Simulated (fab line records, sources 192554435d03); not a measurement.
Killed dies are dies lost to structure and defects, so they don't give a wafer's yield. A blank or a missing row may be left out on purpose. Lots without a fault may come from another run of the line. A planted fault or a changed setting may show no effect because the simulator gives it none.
Which tool did it? | flow n5_finfet | 10 lots, 28 wafers sampled, at 5 steps of a route of 1938

WHAT THE GAUGES READ, wafer by wafer
N5_HKMG_FIN_INSPECT_14: inspects for defects (macro).
lot  | measured    | on                | raw_defect_count
L842 | day 4 16:36 | defect_inspect-02 | 5 3 0
L844 | day 5 02:49 | defect_inspect-02 | 0 2 2
L848 | day 6 04:07 | defect_inspect-02 | 0 4 3
L853 | day 7 08:13 | defect_inspect-01 | 1 1
L854 | day 7 13:44 | defect_inspect-01 | 2 0
L855 | day 7 23:13 | defect_inspect-02 | 3 4 1
L858 | day 9 04:55 | defect_inspect-02 | 0 4 2
L860 | day 9 07:58 | defect_inspect-01 | 3 2 0
L862 | day 9 16:03 | defect_inspect-01 | 5 2 3
L863 | day 9 23:08 | defect_inspect-02 | 0 3 2

N5_BEOL_M4_RC_MEAS_101.
lot  | measured     | on        | DIBL_N (mV/V)  | DIBL_P (mV/V)  | IOFF_N (nA/um)    | IOFF_P (nA/um) | ION_N (uA/um) | ION_P (uA/um) | SS_N (mV/dec)  | SS_P (mV/dec)  | VT_N (mV)         | VT_P (mV)
L842 | day 8 02:20  | prober-01 | 35.1 34.4 34.1 | 35.1 34.7 33.3 | 0.140 0.130 0.114 | 0.18 0.18 0.16 | 670 663 656   | 458 461 449   | 71.4 70.9 71.2 | 73.4 73.1 72.0 | 250.7 255.0 254.7 | -254 -254 -255
L844 | day 8 18:03  | prober-02 | 34.7 36.7 35.4 | 34.0 37.3 35.1 | 0.134 0.164 0.147 | 0.16 0.21 0.17 | 658 661 650   | 450 457 446   | 70.6 71.9 71.8 | 72.6 73.3 72.7 | 253.2 253.0 254.2 | -257 -250 -256
L848 | day 9 20:32  | prober-01 | 37.5 39.8 36.0 | 36.6 38.7 34.4 | 0.156 0.211 0.128 | 0.18 0.21 0.16 | 666 682 651   | 452 453 437   | 71.0 72.3 71.1 | 73.1 73.9 73.0 | 250.0 246.5 256.1 | -257 -255 -259
L853 | day 11 09:55 | prober-02 | 36.5 35.6      | 35.8 35.8      | 0.155 0.138       | 0.23 0.24      | 672 671       | 466 473       | 72.0 71.4      | 73.0 73.2      | 248.8 251.1       | -248 -245
L854 | day 11 15:15 | prober-01 | 36.2 39.3      | 37.1 40.7      | 0.157 0.242       | 0.25 0.31      | 685 702       | 473 479       | 70.6 72.4      | 73.1 74.5      | 247.2 242.4       | -246 -242
L855 | day 12 11:15 | prober-02 | 37.1 38.5 34.4 | 37.4 39.3 34.7 | 0.173 0.215 0.120 | 0.23 0.25 0.17 | 671 694 666   | 463 471 460   | 72.1 72.1 70.2 | 73.3 73.4 72.3 | 249.0 244.7 255.4 | -249 -247 -254
L858 | day 12 17:14 | prober-01 | 35.9 37.0 38.6 | 35.2 37.2 40.1 | 0.144 0.162 0.212 | 0.20 0.23 0.30 | 699 691 705   | 475 467 488   | 71.7 71.6 72.1 | 73.5 74.1 74.0 | 248.9 248.4 245.7 | -250 -251 -242
L860 | day 13 19:52 | prober-02 | 38.4 37.6 37.1 | 36.8 36.5 35.7 | 0.179 0.163 0.161 | 0.26 0.25 0.22 | 673 666 658   | 468 467 457   | 72.1 72.0 72.8 | 73.3 74.1 73.2 | 249.6 249.4 253.0 | -247 -247 -247
L862 | day 14 08:34 | prober-02 | 35.0 34.2 32.9 | 34.8 34.5 33.3 | 0.149 0.141 0.116 | 0.22 0.22 0.19 | 664 686 666   | 463 482 469   | 71.1 70.4 71.3 | 72.8 73.0 73.1 | 250.4 249.9 252.7 | -248 -248 -251
L863 | day 14 01:01 | prober-01 | 38.4 36.2 36.0 | 38.9 36.3 35.3 | 0.223 0.157 0.158 | 0.30 0.23 0.21 | 690 666 675   | 478 461 461   | 73.0 71.9 71.6 | 74.6 73.7 72.9 | 246.9 252.2 252.8 | -245 -248 -252

WHICH TOOL RAN EACH LOT (tool, then ch and the chambers of the sampled wafers, then the start)
lot  | N5_HKMG_FIN_ETCH_32               | N5_HKMG_FIN_ALD_71                 | N5_HKMG_FIN_W_FILL_22
L842 | rie_diel-04 ch 1,2, day 4 16:49   | ald_metal-04 ch 2,3, day 4 18:47   | cvd_w-01 ch 0,1, day 4 20:20
L844 | rie_diel-05 ch 1,2, day 5 02:56   | ald_metal-01 ch 0,3, day 5 04:55   | cvd_w-01 ch 0,1, day 5 06:28
L848 | rie_diel-05 ch 0,2,3, day 6 04:15 | ald_metal-01 ch 1,2,3, day 6 06:13 | cvd_w-02 ch 0,1, day 6 07:43
L853 | rie_diel-05 ch 0,1, day 7 08:44   | ald_metal-01 ch 1,2, day 7 10:42   | cvd_w-01 ch 0, day 7 12:20
L854 | rie_diel-05 ch 0,2, day 7 13:53   | ald_metal-01 ch 0,3, day 7 16:00   | cvd_w-02 ch 0,1, day 7 17:34
L855 | rie_diel-02 ch 0,2, day 7 23:20   | ald_metal-01 ch 1,2,3, day 8 01:31 | cvd_w-02 ch 1, day 8 03:01
L858 | rie_diel-05 ch 0,1,2, day 9 05:02 | ald_metal-04 ch 1,2,3, day 9 07:00 | cvd_w-01 ch 0,1, day 9 08:31
L860 | rie_diel-05 ch 0,3, day 9 08:05   | ald_metal-02 ch 0,1,3, day 9 10:05 | cvd_w-02 ch 0,1, day 9 11:36
L862 | rie_diel-04 ch 0,2,3, day 9 16:10 | ald_metal-04 ch 1,3, day 9 18:08   | cvd_w-01 ch 0, day 9 19:38
L863 | rie_diel-05 ch 0,1,3, day 9 23:16 | ald_metal-02 ch 1,3, day 10 01:22  | cvd_w-01 ch 0,1, day 10 02:55
- N5_HKMG_FIN_ETCH_32: etches SOC in N2/H2, target depth 240 nm, time 300 s.
- N5_HKMG_FIN_ALD_71: deposits TiN, target thk 1 nm, pulse time 1 s, purge time 3 s.
- N5_HKMG_FIN_W_FILL_22: material W, target thk 60 nm, time 18.2 s.

WHAT THE TOOLS THEMSELVES READ (means of the sampled wafers that have a number; where no wafer has one, the mark that the record gives instead)
N5_HKMG_FIN_ETCH_32.
lot  | tool        | bias_w (W) | chamber_pressure_mTorr (mTorr) | drypump_motor_current_A (A) | oes_product_au (a.u.) | rf_vpp_V (V) | showerhead_plenum_p_Torr (Torr) | throttle_valve_pct (%)
L842 | rie_diel-04 | 150.2      | 30.011                         | 5.6                         | 0.81                  | 524.3        | 2.54                            | 17.78
L844 | rie_diel-05 | 150.0      | 29.996                         | 6.3                         | 0.77                  | 524.4        | 2.60                            | 18.10
L848 | rie_diel-05 | 150.1      | 29.992                         | 5.9                         | 0.86                  | 524.7        | 2.62                            | 17.90
L853 | rie_diel-05 | 150.1      | 29.986                         | 5.7                         | 0.91                  | 522.5        | 2.49                            | 17.78
L854 | rie_diel-05 | 150.5      | 29.994                         | 6.2                         | 0.80                  | 524.6        | 2.57                            | 18.02
L855 | rie_diel-02 | 150.5      | 29.988                         | 5.9                         | 0.76                  | 522.9        | 2.50                            | 17.69
L858 | rie_diel-05 | 150.0      | 29.982                         | 6.0                         | 0.81                  | 523.2        | 2.53                            | 17.97
L860 | rie_diel-05 | 150.2      | 29.997                         | 5.4                         | 0.88                  | 526.2        | 2.64                            | 17.75
L862 | rie_diel-04 | 149.6      | 29.967                         | 5.8                         | 0.78                  | 523.9        | 2.53                            | 17.66
L863 | rie_diel-05 | 150.2      | 29.999                         | 5.6                         | 0.86                  | 524.8        | 2.56                            | 17.81

N5_HKMG_FIN_ALD_71.
lot  | tool         | heater_power_w (W) | precursor_pulse_height_rel
L842 | ald_metal-04 | 829                | 0.995
L844 | ald_metal-01 | 830                | 1.030
L848 | ald_metal-01 | 906                | 1.006
L853 | ald_metal-01 | 949                | 0.999
L854 | ald_metal-01 | 836                | 1.012
L855 | ald_metal-01 | 898                | 0.993
L858 | ald_metal-04 | 878                | 1.012
L860 | ald_metal-02 | 902                | 0.993
L862 | ald_metal-04 | 884                | 1.003
L863 | ald_metal-02 | 909                | 1.005

N5_HKMG_FIN_W_FILL_22.
lot  | tool     | heater_power_w (W) | throttle_valve_pct (%)
L842 | cvd_w-01 | 932                | 20.3
L844 | cvd_w-01 | 914                | 20.5
L848 | cvd_w-02 | 890                | 19.1
L853 | cvd_w-01 | 886                | 20.6
L854 | cvd_w-02 | 891                | 18.9
L855 | cvd_w-02 | 864                | 19.6
L858 | cvd_w-01 | 924                | 20.4
L860 | cvd_w-02 | 892                | 19.1
L862 | cvd_w-01 | 897                | 20.9
L863 | cvd_w-01 | 930                | 20.4

THE ANSWER, worked out from the rows above alone
Rule: what is usual is taken from the lots themselves. Put in order of their means at a reading, lots are off if they are a third of the lots or fewer, leave a main group of 4 or more, and stand apart from it by a gap of 3 or more times the standard deviation of the main group's means; of several such gaps the widest counts. A main group whose means are all the same, to the digits that the tables above print for the reading, isn't used. A lot without any number at a reading at which 4 lots or more have one is off too. The other lots that the step has rows for count as sound. The gauges are gone through in route order, then the tools' own readings, and for those a lot's mean is taken as printed above. The first step at which some lot is off is used, and at that step the reading that is off furthest; a lot without a number counts as furthest.
No lot is off at any reading shown: from this, nothing can be told.

WHAT THE SIMULATOR HAD PUT IN
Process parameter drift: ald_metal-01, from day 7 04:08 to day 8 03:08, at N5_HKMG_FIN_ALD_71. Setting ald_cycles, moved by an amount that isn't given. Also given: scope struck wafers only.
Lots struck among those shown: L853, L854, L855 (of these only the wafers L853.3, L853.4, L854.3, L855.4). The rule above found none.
